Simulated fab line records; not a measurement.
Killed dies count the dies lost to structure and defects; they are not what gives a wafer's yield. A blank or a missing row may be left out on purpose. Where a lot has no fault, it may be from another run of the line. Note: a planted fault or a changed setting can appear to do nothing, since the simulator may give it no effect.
Chamber matching || flow n5-finfet || 3 sister chambers for N5_BEOL_M3_CO_CAP_55 on cvd-co-02
The step material Co, precursor CCTBA/H2, target thk 2 nm, time 102.1 s. 3 wafers are shown with their chamber, then 7 later ones without.

== WAFERS PAIRED WITH THEIR CHAMBERS ==
{"wafer": "L089.5", "chamber": 1, "heater-power-w (W)": 263}
{"wafer": "L091.2", "chamber": 0, "heater-power-w (W)": 227}
{"wafer": "L091.5", "chamber": 2, "heater-power-w (W)": 245}

== WAFERS WITH NO CHAMBER GIVEN ==
{"wafer": "L091.6", "heater-power-w (W)": 232}
{"wafer": "L092.1", "heater-power-w (W)": 248}
{"wafer": "L092.2", "heater-power-w (W)": 258}
{"wafer": "L092.4", "heater-power-w (W)": 233}
{"wafer": "L095.4", "heater-power-w (W)": 261}
{"wafer": "L095.5", "heater-power-w (W)": 248}
{"wafer": "L095.6", "heater-power-w (W)": 237}

== THE CHAMBER EACH PASSED THROUGH ==
{"wafer": "L091.6", "from the rows above": "can't be placed: 0 or 2", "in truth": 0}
{"wafer": "L092.1", "from the rows above": 2, "in truth": 2}
{"wafer": "L092.2", "from the rows above": "can't be placed: 1 or 2", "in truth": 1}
{"wafer": "L092.4", "from the rows above": "can't be placed: 0 or 2", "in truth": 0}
{"wafer": "L095.4", "from the rows above": 1, "in truth": 1}
{"wafer": "L095.5", "from the rows above": 2, "in truth": 2}
{"wafer": "L095.6", "from the rows above": "can't be placed: 2 or 0", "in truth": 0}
Placed correctly: 3 of 7. Unplaceable from these rows: 4, with the true chamber sitting among the candidates in 4. Number placed wrongly: 0.
How it was worked out, from the rows above alone: a wafer's distance from a chamber is the root of the sum, over the readings, of the square of ((its reading less the chamber's mean) divided by the reading's scatter). The wafer belongs to the nearest chamber; if the next one is less than 2 further off, it can't be placed. A chamber's mean is the mean of its shown wafers. The scatter (one wafer shown for each chamber): square how far every hidden wafer sits from the nearest shown wafer, average those squares and take the square root.
